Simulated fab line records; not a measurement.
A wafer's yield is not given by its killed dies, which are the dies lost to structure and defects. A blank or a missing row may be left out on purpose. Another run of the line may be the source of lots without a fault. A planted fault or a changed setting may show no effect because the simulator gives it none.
fab line records + flow n5_finfet
[record]
- lots = 6
- wafers = 18
- last_day = 17
route steps=1938 shown FIN_SAQP@96 BEOL_M4@1111
lots untouched by any fault: they come from a run of this same line in which no faults occurred
start_h: start of the lot's first displayed wafer, in hours after the record's first day + wait_h: how many hours have passed since the lot's step before this one + " unchanged from the row above + L1.1+2: one row covering several wafers at once + - no value, or no start was given + * or withheld: withheld + < > ~ a bound
route shown NAME@n: NAME is a module with steps in the file, n the number in the route of the first one + usual: mean/standard deviation of fault-free wafers + same: alike in all rows + chamber/n: place in a boat + sites: per-site readings + _std_site: standard deviation of those values + _edge_site: outer sites' mean less inner sites' + radius_mm: how far each site lies from the wafer's centre + mask NAME#n: copy n + behind: tool/chamber where the wafer was last shaped + hold: why the lot went on hold/how many hours it stayed there/how the hold came to an end + device: the n, p or np transistor that did not switch + end of line: the same wafers' tests at the end of the route + a step given without rows: its recipe and nothing more + killed: count of dies lost to structure and defects at first sort (not the wafer's yield) + map: a wafer's dies, marking killed ones x, the rest . and places with no die _
set.NAME: setting as actually run; set.NAME@STEP: the setting as run at that earlier step + model.NAME: the simulator's own value behind a step, which no gauge read
certain route steps with their lots: each step a table, each wafer a row
services: from which hour (start_h, from the record's first day; less than 0 if before it) a tool's chamber was out of use, for how many hours, and why
[[steps]]
[step N5_FIN_SAQP_HM_DEP_03]
[recipe]
- material = SiNx
- target_thk_a = 380
- temp_c = 400
- precursor = SiH4/NH3/N2
- pressure_torr = 1.5
- rf_w = 300
- time_s = 33.6
[usual]
- heater_power_w = 770/130
- showerhead_plenum_p_Torr = 5.13/0.075
- showerhead_vpp_V = 1061/36
- throttle_valve_pct = 40.2/1.7
| lot.wafer | tool     | chamber | start_h | wait_h | heater_power_w | showerhead_plenum_p_Torr | showerhead_vpp_V | throttle_valve_pct |
|-----------|----------|---------|---------|--------|----------------|--------------------------|------------------|--------------------|
| L137.1    | pecvd-04 | 2       | 32.68   | 0.2    | 871            | 5.20                     | 1095             | 38.9               |
| L137.3    | "        | 1       | "       | "      | 949            | 5.17                     | 1025             | 38.8               |
| L137.5    | "        | 1       | "       | "      | 937            | 5.19                     | 1002             | 38.9               |
| L143.2    | pecvd-02 | 1       | 69.80   | 0.2    | 810            | 5.03                     | 1108             | 42.7               |
| L143.3    | "        | 2       | "       | "      | 716            | 5.04                     | 1028             | 40.8               |
| L143.5    | "        | 2       | "       | "      | 721            | 5.03                     | 1040             | 41.2               |
| L150.1    | pecvd-02 | 0       | 111.12  | 0.2    | 603            | 5.08                     | 1086             | 41.3               |
| L150.4    | "        | 2       | "       | "      | 733            | 5.05                     | 1036             | 41.0               |
| L150.5    | "        | 0       | "       | "      | 614            | 5.07                     | 1098             | 41.2               |
| L156.2    | pecvd-04 | 1       | 147.00  | 0.2    | 982            | 5.18                     | 1013             | 38.6               |
| L156.5    | "        | 1       | "       | "      | 990            | 5.18                     | 1003             | 39.0               |
| L156.6    | "        | 2       | "       | "      | 924            | 5.18                     | 1098             | 36.9               |
| L157.1    | pecvd-03 | 0       | 152.61  | 0.2    | 695            | 5.27                     | 1031             | 39.7               |
| L157.4    | "        | 2       | "       | "      | 861            | 5.10                     | 1097             | 38.8               |
| L157.5    | "        | 0       | "       | "      | 702            | 5.26                     | 1021             | 39.6               |
| L158.2    | pecvd-02 | 1       | 159.08  | 0.2    | 787            | 5.03                     | 1091             | 42.9               |
| L158.3    | "        | 0       | "       | "      | 664            | 5.07                     | 1107             | 41.7               |
| L158.6    | "        | 2       | "       | "      | 606            | 5.03                     | 1021             | 40.7               |
[step N5_FIN_SAQP_THK_MEAS_05]
[usual]
- thk_nm = 38.1/0.48
| lot.wafer | tool          | chamber | start_h | wait_h | thk_nm |
|-----------|---------------|---------|---------|--------|--------|
| L137.1    | film_metro-02 | -       | 32.79   | 0.1    | 37.2   |
| L137.3    | "             | -       | "       | "      | 38.3   |
| L137.5    | "             | -       | "       | "      | 38.7   |
| L143.2    | film_metro-02 | -       | 69.91   | 0.1    | 38.1   |
| L143.3    | "             | -       | "       | "      | 38.3   |
| L143.5    | "             | -       | "       | "      | 39.2   |
| L150.1    | film_metro-02 | -       | 111.21  | 0.1    | 38.4   |
| L150.4    | "             | -       | "       | "      | 38.4   |
| L150.5    | "             | -       | "       | "      | 38.5   |
| L156.2    | film_metro-01 | -       | 147.08  | 0.1    | 37.4   |
| L156.5    | "             | -       | "       | "      | 38.1   |
| L156.6    | "             | -       | "       | "      | 37.9   |
| L157.1    | film_metro-02 | -       | 152.69  | 0.1    | 38.3   |
| L157.4    | "             | -       | "       | "      | 38.7   |
| L157.5    | "             | -       | "       | "      | 38.8   |
| L158.2    | film_metro-02 | -       | 159.17  | 0.1    | 38.0   |
| L158.3    | "             | -       | "       | "      | 38.2   |
| L158.6    | "             | -       | "       | "      | 38.1   |
[step N5_FIN_SAQP_PECVD_47]
[recipe]
- material = a-Si
- target_thk_a = 450
- temp_c = 400
- precursor = SiH4/He
- pressure_torr = 3
- rf_w = 100
- time_s = 36.3
[usual]
- heater_power_w = 819/120
- showerhead_plenum_p_Torr = 5.66/0.059
- showerhead_vpp_V = 613/20
- throttle_valve_pct = 18.3/0.74
| lot.wafer | tool     | chamber | start_h | wait_h | heater_power_w | showerhead_plenum_p_Torr | showerhead_vpp_V | throttle_valve_pct |
|-----------|----------|---------|---------|--------|----------------|--------------------------|------------------|--------------------|
| L137.1    | pecvd-02 | 2       | 32.83   | 0.0    | 736            | 5.59                     | 585              | 18.5               |
| L137.3    | "        | 1       | "       | "      | 845            | 5.61                     | 618              | 19.0               |
| L137.5    | "        | 2       | "       | "      | 733            | 5.60                     | 600              | 18.7               |
| L143.2    | pecvd-04 | 2       | 69.95   | 0.0    | 952            | 5.70                     | 634              | 16.7               |
| L143.3    | "        | 1       | "       | "      | 1019           | 5.69                     | 580              | 17.6               |
| L143.5    | "        | 2       | "       | "      | 988            | 5.68                     | 628              | 16.6               |
| L150.1    | pecvd-03 | 1       | 111.24  | 0.0    | 747            | 5.75                     | 621              | 18.7               |
| L150.4    | "        | 0       | "       | "      | 743            | 5.76                     | 595              | 18.4               |
| L150.5    | "        | 2       | "       | "      | 823            | 5.63                     | 621              | 17.7               |
| L156.2    | pecvd-04 | 2       | 147.12  | 0.0    | 986            | 5.68                     | 639              | 16.8               |
| L156.5    | "        | 0       | "       | "      | 796            | 5.64                     | 621              | 18.9               |
| L156.6    | "        | 2       | "       | "      | 997            | 5.70                     | 639              | 16.9               |
| L157.1    | pecvd-04 | 2       | 152.73  | 0.0    | 891            | 5.69                     | 634              | 16.7               |
| L157.4    | "        | 1       | "       | "      | 1089           | 5.70                     | 579              | 17.6               |
| L157.5    | "        | 0       | "       | "      | 742            | 5.65                     | 620              | 18.6               |
| L158.2    | pecvd-04 | 0       | 159.20  | 0.0    | 740            | 5.64                     | 627              | 18.9               |
| L158.3    | "        | 2       | "       | "      | 1010           | 5.69                     | 634              | 16.9               |
| L158.6    | "        | 2       | "       | "      | 1014           | 5.69                     | 638              | 16.7               |
[step N5_FIN_SAQP_PECVD_48]
[recipe]
- material = SiNx
- target_thk_a = 250
- temp_c = 400
- precursor = SiH4/NH3/N2
- pressure_torr = 1.5
- rf_w = 300
- time_s = 22.1
[usual]
- heater_power_w = 750/120
- showerhead_plenum_p_Torr = 5.13/0.081
- showerhead_vpp_V = 1062/32
- throttle_valve_pct = 40.2/1.6
| lot.wafer | tool     | chamber | start_h | wait_h | heater_power_w | showerhead_plenum_p_Torr | showerhead_vpp_V | throttle_valve_pct |
|-----------|----------|---------|---------|--------|----------------|--------------------------|------------------|--------------------|
| L137.1    | pecvd-02 | 2       | 32.87   | 0.0    | 717            | 5.03                     | 1057             | 40.7               |
| L137.3    | "        | 1       | "       | "      | 792            | 5.03                     | 1094             | 42.8               |
| L137.5    | "        | 2       | "       | "      | 709            | 5.04                     | 1040             | 40.6               |
| L143.2    | pecvd-04 | 2       | 69.99   | 0.0    | 772            | 5.18                     | 1093             | 36.0               |
| L143.3    | "        | 1       | "       | "      | 935            | 5.19                     | 1014             | 38.7               |
| L143.5    | "        | 2       | "       | "      | 772            | 5.18                     | 1092             | 36.2               |
| L150.1    | pecvd-03 | 1       | 111.28  | 0.0    | 653            | 5.25                     | 1070             | 40.9               |
| L150.4    | "        | 0       | "       | "      | 719            | 5.25                     | 1029             | 39.7               |
| L150.5    | "        | 2       | "       | "      | 840            | 5.11                     | 1078             | 38.9               |
| L156.2    | pecvd-04 | 2       | 147.16  | 0.0    | 928            | 5.16                     | 1096             | 36.7               |
| L156.5    | "        | 0       | "       | "      | 653            | 5.12                     | 1064             | 40.9               |
| L156.6    | "        | 2       | "       | "      | 934            | 5.18                     | 1081             | 36.5               |
| L157.1    | pecvd-04 | 2       | 152.77  | 0.0    | 927            | 5.18                     | 1094             | 36.8               |
| L157.4    | "        | 1       | "       | "      | 1035           | 5.18                     | 1006             | 38.8               |
| L157.5    | "        | 0       | "       | "      | 746            | 5.12                     | 1075             | 41.0               |
| L158.2    | pecvd-04 | 0       | 159.24  | 0.0    | 741            | 5.11                     | 1083             | 40.9               |
| L158.3    | "        | 2       | "       | "      | 845            | 5.18                     | 1097             | 36.8               |
| L158.6    | "        | 2       | "       | "      | 814            | 5.19                     | 1082             | 36.8               |
[step N5_FIN_SAQP_PECVD_06]
[recipe]
- material = a-Si
- target_thk_a = 600
- temp_c = 400
- precursor = SiH4/He
- pressure_torr = 3
- rf_w = 100
- time_s = 48.1
[usual]
- heater_power_w = 817/110
- showerhead_plenum_p_Torr = 5.66/0.059
- showerhead_vpp_V = 612/19
- throttle_valve_pct = 18.3/0.74
| lot.wafer | tool     | chamber | start_h | wait_h | heater_power_w | showerhead_plenum_p_Torr | showerhead_vpp_V | throttle_valve_pct |
|-----------|----------|---------|---------|--------|----------------|--------------------------|------------------|--------------------|
| L137.1    | pecvd-02 | 2       | 32.91   | 0.0    | 726            | 5.61                     | 594              | 18.6               |
| L137.3    | "        | 1       | "       | "      | 904            | 5.60                     | 624              | 19.3               |
| L137.5    | "        | 2       | "       | "      | 727            | 5.60                     | 593              | 18.4               |
| L143.2    | pecvd-04 | 2       | 70.03   | 0.0    | 1004           | 5.69                     | 631              | 16.6               |
| L143.3    | "        | 1       | "       | "      | 949            | 5.71                     | 584              | 17.7               |
| L143.5    | "        | 2       | "       | "      | 993            | 5.68                     | 636              | 16.6               |
| L150.1    | pecvd-03 | 1       | 111.32  | 0.0    | 786            | 5.73                     | 616              | 18.5               |
| L150.4    | "        | 0       | "       | "      | 745            | 5.75                     | 596              | 18.0               |
| L150.5    | "        | 2       | "       | "      | 909            | 5.65                     | 623              | 17.8               |
| L156.2    | pecvd-04 | 2       | 147.20  | 0.0    | 1015           | 5.70                     | 632              | 16.8               |
| L156.5    | "        | 0       | "       | "      | 788            | 5.65                     | 626              | 18.7               |
| L156.6    | "        | 2       | "       | "      | 1017           | 5.70                     | 641              | 16.6               |
| L157.1    | pecvd-04 | 2       | 152.81  | 0.0    | 928            | 5.69                     | 646              | 16.7               |
| L157.4    | "        | 1       | "       | "      | 997            | 5.70                     | 575              | 17.9               |
| L157.5    | "        | 0       | "       | "      | 733            | 5.65                     | 621              | 18.5               |
| L158.2    | pecvd-04 | 0       | 159.28  | 0.0    | 794            | 5.64                     | 616              | 18.3               |
| L158.3    | "        | 2       | "       | "      | 893            | 5.70                     | 633              | 16.8               |
| L158.6    | "        | 2       | "       | "      | 906            | 5.69                     | 638              | 16.8               |
[step N5_FIN_SAQP_THK_MEAS_07]
[usual]
- thk_nm = 60.1/0.77
| lot.wafer | tool          | chamber | start_h | wait_h | thk_nm |
|-----------|---------------|---------|---------|--------|--------|
| L137.1    | film_metro-01 | -       | 33.00   | 0.1    | 59.0   |
| L137.3    | "             | -       | "       | "      | 59.0   |
| L137.5    | "             | -       | "       | "      | 60.4   |
| L143.2    | film_metro-02 | -       | 70.12   | 0.1    | 60.1   |
| L143.3    | "             | -       | "       | "      | 59.5   |
| L143.5    | "             | -       | "       | "      | 61.5   |
| L150.1    | film_metro-02 | -       | 111.41  | 0.1    | 60.4   |
| L150.4    | "             | -       | "       | "      | 60.7   |
| L150.5    | "             | -       | "       | "      | 61.0   |
| L156.2    | film_metro-02 | -       | 147.29  | 0.1    | 60.3   |
| L156.5    | "             | -       | "       | "      | 60.4   |
| L156.6    | "             | -       | "       | "      | 61.5   |
| L157.1    | film_metro-01 | -       | 152.90  | 0.1    | 59.4   |
| L157.4    | "             | -       | "       | "      | 60.1   |
| L157.5    | "             | -       | "       | "      | 60.3   |
| L158.2    | film_metro-02 | -       | 159.37  | 0.1    | 59.5   |
| L158.3    | "             | -       | "       | "      | 60.2   |
| L158.6    | "             | -       | "       | "      | 61.3   |
[step N5_FIN_SAQP_HM_DEP_72]
[recipe]
- material = SiO2
- target_thk_a = 120
- temp_c = 400
- precursor = SiH4/N2O
- pressure_torr = 0.75
- rf_w = 275
- time_s = 7.2
[usual]
- heater_power_w = 769/120
- showerhead_plenum_p_Torr = 8.10/0.16
- showerhead_vpp_V = 1017/31
| lot.wafer | tool     | chamber | start_h | wait_h | heater_power_w | showerhead_plenum_p_Torr | showerhead_vpp_V |
|-----------|----------|---------|---------|--------|----------------|--------------------------|------------------|
| L137.1    | pecvd-04 | 2       | 33.03   | 0.0    | 941            | 8.25                     | 1055             |
| L137.3    | "        | 2       | "       | "      | 937            | 8.25                     | 1038             |
| L137.5    | "        | 2       | "       | "      | 934            | 8.26                     | 1046             |
| L143.2    | pecvd-02 | 1       | 70.15   | 0.0    | 837            | 7.94                     | 1053             |
| L143.3    | "        | 1       | "       | "      | 829            | 7.94                     | 1050             |
| L143.5    | "        | 1       | "       | "      | 823            | 7.93                     | 1051             |
| L150.1    | pecvd-02 | 2       | 111.45  | 0.0    | 705            | 7.94                     | 979              |
| L150.4    | "        | 1       | "       | "      | 794            | 7.94                     | 1036             |
| L150.5    | "        | 0       | "       | "      | 589            | 8.02                     | 1043             |
| L156.2    | pecvd-03 | 2       | 147.33  | 0.0    | 903            | 8.07                     | 1049             |
| L156.5    | "        | 0       | "       | "      | 704            | 8.37                     | 979              |
| L156.6    | "        | 2       | "       | "      | 907            | 8.08                     | 1039             |
| L157.1    | pecvd-02 | 1       | 152.94  | 0.0    | 706            | 7.93                     | 1037             |
| L157.4    | "        | 0       | "       | "      | 666            | 8.02                     | 1039             |
| L157.5    | "        | 2       | "       | "      | 628            | 7.96                     | 996              |
| L158.2    | pecvd-02 | 1       | 159.41  | 0.0    | 860            | 7.95                     | 1035             |
| L158.3    | "        | 2       | "       | "      | 687            | 7.96                     | 1013             |
| L158.6    | "        | 1       | "       | "      | 849            | 7.94                     | 1043             |
[step N5_FIN_SAQP_COAT_49]
[recipe]
- resist = SOC
- temp_c = 250
- time_s = 60
- spin_rpm = 1500
- resist_thk_nm = 100
[step N5_FIN_SAQP_COAT_50]
[recipe]
- resist = SiARC
- temp_c = 220
- time_s = 60
- spin_rpm = 1500
- resist_thk_nm = 35
[step N5_FIN_SAQP_COAT_10]
[recipe]
- resist = CAR-ArF
- spin_rpm = 1500
- resist_thk_nm = 90
[step N5_FIN_SAQP_EBR_12]
[recipe]
- solvent = PGMEA
- ebr_width_mm = 1.5
[step N5_FIN_SAQP_SOFTBAKE_11]
[recipe]
- temp_c = 110
- time_s = 60
- resist = CAR-ArF
[step N5_FIN_SAQP_EXPOSE_13]
[recipe]
- mask_id = FIN_CORE
- na = 1.35
- source_shape = dipole
- sigma_inner = 0.538
- sigma_outer = 0.738
- polarization = te
- target_cd_nm = 35.6
- dose_mj = 63.25
[usual]
- exposure_dose_mJ_cm2 = 63.20/0.057
- reticle_temp_C = 23.01/0.095
| lot.wafer | tool            | chamber | start_h | wait_h | mask       | exposure_dose_mJ_cm2 | reticle_temp_C | model.FIN_SAQP.overlay_x_nm |
|-----------|-----------------|---------|---------|--------|------------|----------------------|----------------|-----------------------------|
| L137.1    | arfi_scanner-03 | 0       | 33.25   | -      | FIN_CORE#0 | 63.15                | 22.90          | -0.5678                     |
| L137.3    | "               | 0       | "       | "      | FIN_CORE#0 | 63.21                | 23.03          | -0.5678                     |
| L137.5    | "               | 0       | "       | "      | FIN_CORE#0 | 63.18                | 23.05          | -0.5678                     |
| L143.2    | arfi_scanner-01 | 0       | 70.50   | -      | FIN_CORE#0 | 63.22                | 23.05          | -0.01057                    |
| L143.3    | "               | 0       | "       | "      | FIN_CORE#0 | 63.25                | 23.03          | -0.01057                    |
| L143.5    | "               | 0       | "       | "      | FIN_CORE#0 | 63.16                | 22.87          | -0.01057                    |
| L150.1    | arfi_scanner-01 | 0       | 111.77  | -      | FIN_CORE#0 | 63.18                | 22.88          | 0.4424                      |
| L150.4    | "               | 0       | "       | "      | FIN_CORE#0 | 63.20                | 22.98          | 0.4424                      |
| L150.5    | "               | 0       | "       | "      | FIN_CORE#0 | 63.14                | 22.72          | 0.4424                      |
| L156.2    | arfi_scanner-03 | 0       | 147.66  | -      | FIN_CORE#0 | 63.30                | 23.00          | 5.181                       |
| L156.5    | "               | 0       | "       | "      | FIN_CORE#0 | 63.28                | 22.89          | 5.181                       |
| L156.6    | "               | 0       | "       | "      | FIN_CORE#0 | 63.17                | 22.91          | 5.181                       |
| L157.1    | arfi_scanner-03 | 0       | 153.13  | -      | FIN_CORE#0 | 63.19                | 23.06          | 5.612                       |
| L157.4    | "               | 0       | "       | "      | FIN_CORE#0 | 63.17                | 23.09          | 5.612                       |
| L157.5    | "               | 0       | "       | "      | FIN_CORE#0 | 63.17                | 23.09          | 5.612                       |
| L158.2    | arfi_scanner-02 | 0       | 159.73  | -      | FIN_CORE#0 | 63.22                | 23.03          | 0.05084                     |
| L158.3    | "               | 0       | "       | "      | FIN_CORE#0 | 63.18                | 23.04          | 0.05084                     |
| L158.6    | "               | 0       | "       | "      | FIN_CORE#0 | 63.10                | 23.11          | 0.05084                     |
[step N5_FIN_SAQP_PEB_14]
[recipe]
- peb_temp_c = withheld
- peb_time_s = 60
- resist = CAR-ArF
[step N5_FIN_SAQP_DEVELOP_15]
[recipe]
- develop_time_s = 30
- developer = TMAH
- resist = CAR-ArF
- dev_temp_c = 23
- rinse_liquid = diw
- dry = air_spin
[step N5_FIN_SAQP_CD_MEAS_16]
[recipe]
- target_cd_nm = 35.6
- landing_energy_ev = 500
- detector = se_inlens
[usual]
- cd_nm = 35.70/0.27
[same]
- landing_energy_ev = 500
| lot.wafer | tool      | chamber | start_h | wait_h | cd_nm |
|-----------|-----------|---------|---------|--------|-------|
| L137.1    | cd_sem-01 | 0       | 33.38   | -      | 35.72 |
| L137.3    | "         | 0       | "       | "      | 35.77 |
| L137.5    | "         | 0       | "       | "      | 35.49 |
| L143.2    | cd_sem-02 | 0       | 70.63   | -      | 35.30 |
| L143.3    | "         | 0       | "       | "      | 35.93 |
| L143.5    | "         | 0       | "       | "      | 35.60 |
| L150.1    | cd_sem-02 | 0       | 111.90  | -      | 35.71 |
| L150.4    | "         | 0       | "       | "      | 35.83 |
| L150.5    | "         | 0       | "       | "      | 35.94 |
| L156.2    | cd_sem-01 | 0       | 147.78  | -      | 35.76 |
| L156.5    | "         | 0       | "       | "      | 36.19 |
| L156.6    | "         | 0       | "       | "      | 36.07 |
| L157.1    | cd_sem-02 | 0       | 153.26  | -      | 35.58 |
| L157.4    | "         | 0       | "       | "      | 35.53 |
| L157.5    | "         | 0       | "       | "      | 35.86 |
| L158.2    | cd_sem-01 | 0       | 159.86  | -      | 35.84 |
| L158.3    | "         | 0       | "       | "      | 36.05 |
| L158.6    | "         | 0       | "       | "      | 35.42 |
[step N5_FIN_SAQP_OVL_MEAS_17]
[recipe]
- points_per_wafer = 44
[usual]
- FIN_CORE_OVL = -0.7/0.73
[same]
- points_per_wafer = 44
| lot.wafer | tool       | chamber | start_h | wait_h | FIN_CORE_OVL[nm] |
|-----------|------------|---------|---------|--------|------------------|
| L137.1    | overlay-01 | 0       | 33.42   | 0.0    | -1.2             |
| L137.3    | "          | 0       | "       | "      | -0.7             |
| L137.5    | "          | 0       | "       | "      | -1.7             |
| L143.2    | overlay-02 | 0       | 70.67   | 0.0    | -1.0             |
| L143.3    | "          | 0       | "       | "      | -0.3             |
| L143.5    | "          | 0       | "       | "      | 0.8              |
| L150.1    | overlay-01 | 0       | 111.94  | 0.0    | -1.1             |
| L150.4    | "          | 0       | "       | "      | -0.6             |
| L150.5    | "          | 0       | "       | "      | -0.3             |
| L156.2    | overlay-01 | 0       | 147.82  | 0.0    | 4.8              |
| L156.5    | "          | 0       | "       | "      | 5.0              |
| L156.6    | "          | 0       | "       | "      | 6.3              |
| L157.1    | overlay-01 | 0       | 153.30  | 0.0    | 5.0              |
| L157.4    | "          | 0       | "       | "      | 4.5              |
| L157.5    | "          | 0       | "       | "      | 5.9              |
| L158.2    | overlay-02 | 0       | 159.90  | 0.0    | -1.2             |
| L158.3    | "          | 0       | "       | "      | 0.4              |
| L158.6    | "          | 0       | "       | "      | -0.8             |
[step N5_FIN_SAQP_INSPECT_18]
[recipe]
- mode = adi
- inspect_instrument = brightfield
[usual]
- raw_defect_count = 417/130
| lot.wafer | tool              | chamber | start_h | wait_h | raw_defect_count |
|-----------|-------------------|---------|---------|--------|------------------|
| L137.1    | defect_inspect-02 | -       | 33.44   | 0.0    | 473              |
| L137.3    | "                 | -       | "       | "      | 296              |
| L137.5    | "                 | -       | "       | "      | 233              |
| L143.2    | defect_inspect-02 | -       | 70.69   | 0.0    | 439              |
| L143.3    | "                 | -       | "       | "      | 350              |
| L143.5    | "                 | -       | "       | "      | 400              |
| L150.1    | defect_inspect-02 | -       | 111.96  | 0.0    | 290              |
| L150.4    | "                 | -       | "       | "      | 411              |
| L150.5    | "                 | -       | "       | "      | 338              |
| L156.2    | defect_inspect-02 | -       | 147.84  | 0.0    | 541              |
| L156.5    | "                 | -       | "       | "      | 355              |
| L156.6    | "                 | -       | "       | "      | 436              |
| L157.1    | defect_inspect-01 | -       | 153.32  | 0.0    | 485              |
| L157.4    | "                 | -       | "       | "      | 404              |
| L157.5    | "                 | -       | "       | "      | 287              |
| L158.2    | defect_inspect-01 | -       | 159.92  | 0.0    | 373              |
| L158.3    | "                 | -       | "       | "      | 376              |
| L158.6    | "                 | -       | "       | "      | 488              |
[step N5_BEOL_M4_RC_MEAS_101]
[usual]
- DIBL_N = 36.3/1
- DIBL_P = 36.2/1.4
- IOFF_N = 0.157/0.021
- IOFF_P = 0.206/0.025
- ION_N = 673/9
- ION_P = 461/6.4
- SS_N = 71.5/0.5
- SS_P = 73.2/0.47
- VT_N = 249.9/2.4
- VT_P = -250.6/2.9
| lot.wafer | tool      | chamber | start_h | wait_h | DIBL_N[mV/V] | DIBL_P[mV/V] | IOFF_N[nA/um] | IOFF_P[nA/um] | ION_N[uA/um] | ION_P[uA/um] | SS_N[mV/dec] | SS_P[mV/dec] | VT_N[mV] | VT_P[mV] |
|-----------|-----------|---------|---------|--------|--------------|--------------|---------------|---------------|--------------|--------------|--------------|--------------|----------|----------|
| L137.1    | prober-02 | 0       | 178.01  | 0.0    | 35.8         | 36.6         | 0.150         | 0.210         | 671          | 465          | 71.7         | 73.4         | 249.6    | -250.8   |
| L137.3    | "         | 0       | "       | "      | 36.3         | 37.5         | 0.164         | 0.215         | 680          | 468          | 71.0         | 74.2         | 252.6    | -251.1   |
| L137.5    | "         | 0       | "       | "      | 36.8         | 38.1         | 0.172         | 0.221         | 687          | 469          | 71.5         | 73.7         | 249.8    | -249.4   |
| L143.2    | prober-02 | 0       | 206.60  | 0.2    | 35.1         | 34.1         | 0.125         | 0.161         | 655          | 444          | 71.0         | 72.9         | 256.7    | -255.4   |
| L143.3    | "         | 0       | "       | "      | 37.0         | 36.5         | 0.158         | 0.193         | 686          | 465          | 71.8         | 73.1         | 249.2    | -253.4   |
| L143.5    | "         | 0       | "       | "      | 37.7         | 36.6         | 0.166         | 0.201         | 666          | 456          | 71.8         | 73.0         | 249.7    | -252.3   |
| L150.1    | prober-02 | 0       | 263.38  | 0.0    | 36.6         | 36.2         | 0.157         | 0.230         | 686          | 472          | 71.8         | 73.2         | 248.0    | -243.7   |
| L150.4    | "         | 0       | "       | "      | 35.8         | 35.5         | 0.146         | 0.223         | 682          | 474          | 70.7         | 72.7         | 247.2    | -247.0   |
| L150.5    | "         | 0       | "       | "      | 37.2         | 35.9         | 0.153         | 0.236         | 670          | 465          | 71.6         | 72.6         | 249.0    | -248.2   |
| L156.2    | prober-01 | 0       | 289.31  | 0.2    | 37.5         | 36.1         | 0.166         | 0.236         | 683          | 470          | 72.1         | 72.6         | 248.3    | -246.5   |
| L156.5    | "         | 0       | "       | "      | 37.4         | 35.7         | 0.164         | 0.234         | 678          | 463          | 71.5         | 73.8         | 250.8    | -245.9   |
| L156.6    | "         | 0       | "       | "      | 36.6         | 35.1         | 0.152         | 0.210         | 675          | 463          | 70.4         | 73.3         | 249.1    | -250.4   |
| L157.1    | prober-02 | 0       | 301.67  | 0.0    | 37.1         | 37.4         | 0.172         | 0.208         | 676          | 463          | 71.5         | 73.3         | 251.2    | -251.8   |
| L157.4    | "         | 0       | "       | "      | 36.7         | 36.5         | 0.165         | 0.203         | 674          | 458          | 71.5         | 73.2         | 250.1    | -251.7   |
| L157.5    | "         | 0       | "       | "      | 35.8         | 36.0         | 0.148         | 0.184         | 675          | 456          | 71.2         | 74.2         | 251.8    | -252.5   |
| L158.2    | prober-02 | 0       | 306.72  | 0.2    | 35.5         | 37.7         | 0.165         | 0.194         | 679          | 464          | 71.2         | 73.0         | 245.6    | -249.8   |
| L158.3    | "         | 0       | "       | "      | 37.6         | 40.5         | 0.204         | 0.238         | 683          | 466          | 72.0         | 74.0         | 246.8    | -250.4   |
| L158.6    | "         | 0       | "       | "      | 36.9         | 40.0         | 0.204         | 0.231         | 686          | 463          | 71.8         | 74.2         | 245.4    | -250.8   |
[[services]]
| tool            | chamber | start_h | hours | kind           |
|-----------------|---------|---------|-------|----------------|
| arfi_scanner-03 | -       | 11.92   | 1.3   | pm             |
| arfi_scanner-02 | -       | 31.57   | 0.5   | repair         |
| pecvd-04        | 0       | 32.22   | 2.1   | scheduled_down |
| pecvd-04        | 2       | 34.35   | 2.1   | scheduled_down |
| pecvd-04        | -       | 34.40   | 0.8   | repair         |
| pecvd-04        | 2       | 36.48   | -     | clean          |
| arfi_scanner-01 | -       | 38.79   | 2.3   | repair         |
| arfi_scanner-01 | -       | 46.02   | 4.9   | pm             |
| arfi_scanner-03 | -       | 54.33   | 9.9   | repair         |
| arfi_scanner-01 | -       | 61.69   | 1.3   | pm             |
| pecvd-03        | 2       | 71.91   | 20.2  | repair         |
| arfi_scanner-02 | -       | 73.00   | 1.0   | pm             |
| pecvd-03        | 0       | 83.67   | 12.7  | repair         |
| arfi_scanner-01 | -       | 85.35   | 1.0   | pm             |
| arfi_scanner-02 | -       | 85.60   | 1.1   | repair         |
| arfi_scanner-02 | -       | 92.66   | 2.4   | repair         |
| arfi_scanner-03 | -       | 95.50   | 4.9   | pm             |
| arfi_scanner-02 | -       | 110.88  | 1.3   | pm             |
| arfi_scanner-03 | -       | 112.38  | 1.0   | pm             |
| arfi_scanner-02 | -       | 129.44  | 0.7   | repair         |
| pecvd-04        | -       | 133.61  | 0.5   | repair         |
| arfi_scanner-03 | -       | 137.42  | 1.3   | pm             |
| arfi_scanner-03 | -       | 143.48  | 0.2   | repair         |
| arfi_scanner-02 | -       | 158.47  | 1.0   | pm             |
[[key]]
[first_sign]
- step = N5_FIN_SAQP_OVL_MEAS_17
- reading = FIN_CORE_OVL
- direction = up
- sigmas = 8.1
- usual = -0.7
- struck = 5.2
effect none on later readings
[model_effect]
- step = N5_FIN_SAQP_EXPOSE_13
- value = FIN_SAQP.overlay_x_nm
- without = -0.3155
- struck = 5.397
met_at N5_FIN_SAQP_EXPOSE_13
struck_wafers L156.2,L156.5,L156.6,L157.1,L157.4,L157.5
onset_between 33.25 147.66
[fault]
- kind = scanner_matching_overlay
- tool = arfi_scanner-03
- chamber = -
- onset_h = 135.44
- steps = N5_FIN_SAQP_EXPOSE_13
- offset = 5.7123
